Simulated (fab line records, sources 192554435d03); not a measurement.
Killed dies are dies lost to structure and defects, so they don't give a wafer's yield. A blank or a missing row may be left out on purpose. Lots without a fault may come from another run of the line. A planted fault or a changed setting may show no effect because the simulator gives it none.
Which tool did it? | flow n5_finfet | 10 lots, 30 wafers sampled, at 5 steps of a route of 1938

WHAT THE GAUGES READ, wafer by wafer
N5_GATE_CUT_CD_MEAS_13: target cd 20 nm. Usual: cd_nm 19.90 nm, standard deviation 0.28.
lot  | measured     | on        | cd_nm (nm)        | flag
L205 | day 4 18:41  | cd_sem-02 | 19.73 20.24 19.73 |
L209 | day 5 17:19  | cd_sem-01 | 20.49 19.78 20.22 |
L211 | day 6 08:34  | cd_sem-02 | 19.45 19.62 19.74 |
L214 | day 7 04:37  | cd_sem-03 | 19.80 19.42 20.04 |
L215 | day 7 07:08  | cd_sem-02 | 20.20 19.59 20.26 |
L216 | day 7 14:53  | cd_sem-02 | 19.90 19.95 20.39 |
L219 | day 8 08:19  | cd_sem-03 | 19.82 20.07 19.81 |
L220 | day 8 18:43  | cd_sem-01 | 19.70 19.90 19.88 |
L225 | day 9 21:10  | cd_sem-01 | 19.48 19.36 19.82 |
L227 | day 10 09:11 | cd_sem-03 | 20.22 19.94 19.68 |

N5_GATE_CUT_OVL_MEAS_14. Usual: GATE_CUT_OVL 0.1 nm, standard deviation 0.77.
lot  | measured     | on         | GATE_CUT_OVL (nm) | flag
L205 | day 4 18:43  | overlay-02 | -0.3 0.5 0.1      |
L209 | day 5 17:21  | overlay-01 | -1.0 -1.0 -0.5    |
L211 | day 6 08:37  | overlay-02 | 0.8 0.1 1.7       |
L214 | day 7 04:39  | overlay-02 | -1.1 -0.9 -0.1    |
L215 | day 7 07:11  | overlay-01 | 0.4 -0.2 0.6      |
L216 | day 7 14:55  | overlay-02 | -0.1 0.9 -1.0     |
L219 | day 8 08:21  | overlay-01 | 1.0 1.5 0.5       |
L220 | day 8 18:45  | overlay-02 | 1.5 0.5 2.0       |
L225 | day 9 21:12  | overlay-02 | 0.1 -0.2 0.1      |
L227 | day 10 09:13 | overlay-02 | 1.0 0.1 -0.7      |

N5_BEOL_M4_RC_MEAS_101. Usual: DIBL_N 36.2 mV/V, standard deviation 1.6; DIBL_P 36.1 mV/V, standard deviation 2; IOFF_N 0.16 nA/um, standard deviation 0.032; IOFF_P 0.22 nA/um, standard deviation 0.036; ION_N 672 uA/um, standard deviation 11; ION_P 463 uA/um, standard deviation 7.5; SS_N 71.4 mV/dec, standard deviation 0.58; SS_P 73.2 mV/dec, standard deviation 0.67; VT_N 250 mV, standard deviation 3.3; VT_P -250 mV, standard deviation 3.3.
lot  | measured     | on        | DIBL_N (mV/V)  | DIBL_P (mV/V)  | IOFF_N (nA/um) | IOFF_P (nA/um) | ION_N (uA/um) | ION_P (uA/um) | SS_N (mV/dec)  | SS_P (mV/dec)  | VT_N (mV)   | VT_P (mV)      | flag
L205 | day 8 07:29  | prober-01 | 35.8 33.8 35.6 | 35.9 32.6 34.7 | 0.15 0.11 0.15 | 0.24 0.19 0.22 | 678 659 672   | 477 464 470   | 71.1 70.3 71.3 | 73.3 72.6 72.8 | 249 253 248 | -246 -251 -247 |
L209 | day 9 08:32  | prober-01 | 37.3 36.5 34.3 | 36.4 34.5 33.2 | 0.17 0.17 0.13 | 0.23 0.20 0.18 | 673 678 668   | 467 459 457   | 71.5 71.8 70.1 | 73.2 72.7 72.1 | 250 247 249 | -247 -249 -250 |
L211 | day 9 21:27  | prober-02 | 34.3 33.2 35.8 | 33.8 33.0 37.2 | 0.13 0.12 0.16 | 0.17 0.15 0.22 | 659 648 670   | 452 440 458   | 71.4 70.8 71.2 | 72.2 72.7 73.9 | 255 257 249 | -256 -258 -252 |
L214 | day 10 18:22 | prober-02 | 36.8 36.4 34.8 | 37.0 36.5 35.0 | 0.18 0.18 0.15 | 0.23 0.22 0.21 | 673 676 676   | 461 470 465   | 71.7 71.3 71.6 | 73.3 73.8 73.7 | 248 249 248 | -250 -251 -248 |
L215 | day 10 22:03 | prober-01 | 35.3 36.7 36.0 | 35.8 37.5 36.4 | 0.15 0.18 0.15 | 0.24 0.27 0.24 | 675 681 677   | 474 474 471   | 71.6 72.1 71.7 | 72.6 73.8 73.5 | 250 247 250 | -246 -243 -247 |
L216 | day 11 06:59 | prober-02 | 33.7 35.4 36.2 | 33.0 35.0 35.8 | 0.12 0.15 0.18 | 0.19 0.23 0.23 | 657 681 686   | 461 468 474   | 70.5 71.2 71.4 | 72.0 72.8 73.0 | 252 250 247 | -246 -245 -244 |
L219 | day 12 06:14 | prober-02 | 35.3 41.1 36.6 | 35.2 40.7 37.4 | 0.15 0.29 0.17 | 0.20 0.29 0.23 | 676 699 674   | 465 466 466   | 71.4 73.2 71.1 | 73.8 74.8 73.8 | 248 240 247 | -251 -247 -247 |
L220 | day 12 12:28 | prober-02 | 34.2 33.3 36.3 | 33.8 32.6 36.6 | 0.13 0.13 0.17 | 0.18 0.17 0.23 | 647 657 665   | 455 459 457   | 70.6 70.6 72.2 | 72.7 72.4 73.4 | 253 251 248 | -253 -251 -250 |
L225 | day 13 06:59 | prober-02 | 33.0 38.4 35.4 | 30.8 38.8 34.2 | 0.11 0.20 0.13 | 0.15 0.27 0.19 | 649 676 670   | 449 463 463   | 71.1 71.9 71.2 | 72.6 74.0 72.6 | 257 248 251 | -254 -244 -249 |
L227 | day 15 03:51 | prober-02 | 38.7 36.5 34.7 | 39.5 37.2 35.7 | 0.20 0.16 0.13 | 0.25 0.22 0.20 | 694 679 661   | 469 470 465   | 72.4 72.2 71.4 | 73.6 73.4 72.2 | 244 250 252 | -246 -247 -252 |

WHICH TOOL RAN EACH LOT (tool, then ch and the chambers of the sampled wafers, then the start)
lot  | N5_GATE_CUT_HM_OPEN_40            | N5_GATE_CUT_CUT_ETCH_54
L205 | rie_diel-04 ch 0,2,3, day 4 19:04 | rie_metal-03 ch 0,1, day 4 19:21
L209 | rie_diel-05 ch 1,2,3, day 5 17:36 | rie_metal-01 ch 0,1, day 5 17:53
L211 | rie_diel-05 ch 0,3, day 6 08:52   | rie_metal-02 ch 1, day 6 09:09
L214 | rie_diel-03 ch 0,1, day 7 04:55   | rie_metal-03 ch 0,1, day 7 05:12
L215 | rie_diel-04 ch 1,3, day 7 07:41   | rie_metal-03 ch 0,1, day 7 07:59
L216 | rie_diel-03 ch 0,2,3, day 7 15:10 | rie_metal-03 ch 0,1, day 7 15:28
L219 | rie_diel-03 ch 0,2, day 8 08:37   | rie_metal-03 ch 0,1, day 8 08:54
L220 | rie_diel-05 ch 0,2,3, day 8 19:04 | rie_metal-02 ch 0,1, day 8 19:20
L225 | rie_diel-05 ch 0,1,2, day 9 21:38 | rie_metal-01 ch 1, day 9 21:59
L227 | rie_diel-04 ch 0,3, day 10 09:28  | rie_metal-02 ch 0,1, day 10 09:46
- N5_GATE_CUT_HM_OPEN_40: chemistry C4F6/O2, target SiO2, target depth 139 nm, time 85.1 s.
- N5_GATE_CUT_CUT_ETCH_54: etches TiN in Cl2/BCl3, target depth 96.7 nm.

WHAT THE TOOLS THEMSELVES READ (means of the sampled wafers that have a number; where no wafer has one, the mark that the record gives instead)
N5_GATE_CUT_HM_OPEN_40. Usual: drypump_motor_current_A 5.6 A, standard deviation 0.43; etch_rf_on_time_s 95.5 s, standard deviation 2.2; oes_product_au 0.67 a.u., standard deviation 0.052; rf_vpp_V 665 V, standard deviation 13; showerhead_plenum_p_Torr 2.84 Torr, standard deviation 0.063; throttle_valve_pct 20.99 %, standard deviation 0.13.
lot  | tool        | drypump_motor_current_A (A) | etch_rf_on_time_s (s) | oes_product_au (a.u.) | rf_vpp_V (V) | showerhead_plenum_p_Torr (Torr) | throttle_valve_pct (%) | flag
L205 | rie_diel-04 | 5.9                         | 94.5                  | 0.64                  | 666          | 2.80                            | 21.03                  |
L209 | rie_diel-05 | 5.5                         | 97.0                  | 0.68                  | 661          | 2.83                            | 20.88                  |
L211 | rie_diel-05 | 5.8                         | 94.2                  | 0.67                  | 675          | 2.90                            | 20.99                  |
L214 | rie_diel-03 | 5.4                         | 95.3                  | 0.76                  | 667          | 2.80                            | 20.92                  |
L215 | rie_diel-04 | 5.2                         | 97.0                  | 0.65                  | 648          | 2.83                            | 21.16                  |
L216 | rie_diel-03 | 5.4                         | 96.8                  | 0.69                  | 674          | 2.89                            | 21.02                  |
L219 | rie_diel-03 | 5.3                         | 94.7                  | 0.71                  | 665          | 2.83                            | 20.91                  |
L220 | rie_diel-05 | 5.6                         | 95.2                  | 0.66                  | 666          | 2.86                            | 20.95                  |
L225 | rie_diel-05 | 5.5                         | 96.1                  | 0.64                  | 658          | 2.86                            | 20.95                  |
L227 | rie_diel-04 | 5.8                         | 95.2                  | 0.64                  | 669          | 2.83                            | 21.10                  |

N5_GATE_CUT_CUT_ETCH_54. Usual: drypump_motor_current_A 5.8 A, standard deviation 0.41; etch_rf_on_time_s 36.5 s, standard deviation 0.52; he_backside_leak_sccm 3.37 sccm, standard deviation 0.26; oes_product_au 0.67 a.u., standard deviation 0.1; throttle_valve_pct 22.23 %, standard deviation 0.19.
lot  | tool         | drypump_motor_current_A (A) | etch_rf_on_time_s (s) | he_backside_leak_sccm (sccm) | oes_product_au (a.u.) | throttle_valve_pct (%) | flag
L205 | rie_metal-03 | 5.9                         | 36.9                  | 3.39                         | 0.59                  | 22.67                  |
L209 | rie_metal-01 | 5.7                         | 37.0                  | 3.48                         | 0.57                  | 22.04                  |
L211 | rie_metal-02 | 5.3                         | 36.6                  | 2.88                         | 0.78                  | 22.47                  |
L214 | rie_metal-03 | 6.0                         | 36.8                  | 3.20                         | 0.77                  | 22.37                  |
L215 | rie_metal-03 | 6.0                         | 26.5                  | 3.19                         | 0.94                  | 22.16                  | OFF
L216 | rie_metal-03 | 6.0                         | 26.6                  | 3.30                         | 0.93                  | 22.16                  | OFF
L219 | rie_metal-03 | 5.9                         | 26.5                  | 3.30                         | 0.99                  | 22.15                  | OFF
L220 | rie_metal-02 | 5.6                         | 35.8                  | 3.34                         | 0.68                  | 22.20                  |
L225 | rie_metal-01 | 6.3                         | 36.0                  | 3.60                         | 0.60                  | 22.16                  |
L227 | rie_metal-02 | 5.6                         | 35.8                  | 3.27                         | 0.67                  | 22.21                  |

THE ANSWER, worked out from the rows above alone
Rule: a lot is off if the mean of its wafers that have a number lies more than 3 standard deviations from the usual mean. A lot without any number at a reading at which 4 lots or more have one is off too. The other lots that the step has rows for count as sound. The gauges are gone through in route order, then the tools' own readings, and for those a lot's mean is taken as printed above. The first step at which some lot is off is used, and at that step the reading that is off furthest; a lot without a number counts as furthest.
Off: L215, L216, L219, at N5_GATE_CUT_CUT_ETCH_54 (etch_rf_on_time_s).
A tool fits if, at that step or a process step before it, it ran every lot that is off, and no sound lot after the first of them. One fits: rie_metal-03 at N5_GATE_CUT_CUT_ETCH_54. Its last sound lot is L214 (day 7 05:12), its first lot that is off L215 (day 7 07:59): a fault that began between those two fits.
The tool's own readings at N5_GATE_CUT_CUT_ETCH_54 bear it out: on the lots that are off they differ by more than 5 times the standard deviation of the sound lots' means. etch_rf_on_time_s reads 26.5 s there against 36.4 s on the sound lots.

WHAT THE SIMULATOR HAD PUT IN
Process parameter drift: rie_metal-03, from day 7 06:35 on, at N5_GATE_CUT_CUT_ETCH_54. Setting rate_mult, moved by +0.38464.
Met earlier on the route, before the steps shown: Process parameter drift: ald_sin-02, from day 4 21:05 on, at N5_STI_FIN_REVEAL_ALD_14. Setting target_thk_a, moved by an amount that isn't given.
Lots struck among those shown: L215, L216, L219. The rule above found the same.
